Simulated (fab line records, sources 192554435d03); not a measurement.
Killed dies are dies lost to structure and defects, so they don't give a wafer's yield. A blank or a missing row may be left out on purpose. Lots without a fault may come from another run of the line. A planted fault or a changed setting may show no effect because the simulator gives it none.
Chamber matching | flow n5_finfet | N5_ILD0_CMP_12 on cmp-03: 4 sister chambers
The step polishes SiNx, stops on poly-Si, t overpolish 6 s, target thk 17.67 nm. 14 wafers are shown with their chamber, then 7 later ones without.

WAFERS WITH THEIR CHAMBER
wafer  | chamber | motor_current_A (A) | overpolish_run_s (s) | time_to_endpoint_s (s)
L616.1 | 0       | 10.7                | 5.992                | 26
L616.4 | 2       | 9.3                 | 5.995                | 26
L616.6 | 1       | 8.3                 | 5.981                | 25
L617.3 | 3       | 9.2                 | 6.024                | 28
L617.4 | 0       | 10.8                | 6.000                | 26
L617.6 | 2       | 9.6                 | 6.003                | 23
L619.1 | 2       | 9.6                 | 5.998                | 24
L619.4 | 3       | 8.6                 | 5.999                | 27
L619.6 | 1       | 8.8                 | 5.999                | 25
L620.4 | 1       | 8.8                 | 5.994                | 30
L620.5 | 2       | 9.6                 | 6.010                | 28
L620.6 | 3       | 8.4                 | 6.007                | 30
L622.2 | 2       | 9.3                 | 5.988                | 29
L622.4 | 0       | 11.2                | 5.997                | 27

SIGNATURES (means of the wafers above)
reading            | chamber 0 | chamber 1 | chamber 2 | chamber 3 | scatter within a chamber
motor_current_A    | 10.900    | 8.633     | 9.480     | 8.733     | 0.276
overpolish_run_s   | 5.99633   | 5.99133   | 5.99880   | 6.01000   | 0.00898
time_to_endpoint_s | 26.33     | 26.67     | 26.00     | 28.33     | 2.19
Rule: a wafer's distance from a chamber is the root of the sum, over the readings, of the square of ((its reading less the chamber's mean) divided by the reading's scatter). The wafer belongs to the nearest chamber; if the next one is less than 2 further off, it can't be placed. The scatter: the root of (the sum of the squares of (reading less its chamber's mean) over the shown wafers, divided by (wafers less chambers)).

WAFERS WITHOUT THEIR CHAMBER
wafer  | motor_current_A (A) | overpolish_run_s (s) | time_to_endpoint_s (s)
L622.5 | 8.8                 | 6.003                | 29
L632.1 | 8.7                 | 6.018                | 31
L632.2 | 11.1                | 6.005                | 28
L632.3 | 9.2                 | 6.002                | 27
L636.3 | 10.9                | 6.004                | 26
L636.5 | 11.6                | 5.997                | 27
L636.6 | 8.6                 | 5.991                | 31

WHICH CHAMBER EACH WENT THROUGH
wafer  | from the rows above          | in truth
L622.5 | can't be placed: 3 or 1 or 2 | 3
L632.1 | 3                            | 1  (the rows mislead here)
L632.2 | 0                            | 0
L632.3 | can't be placed: 2 or 3 or 1 | 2
L636.3 | 0                            | 0
L636.5 | 0                            | 0
L636.6 | can't be placed: 1 or 3      | 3
Placed correctly: 3 of 7. Can't be placed from these rows: 3 (the true chamber is among the candidates in 3). Placed wrongly: 1.
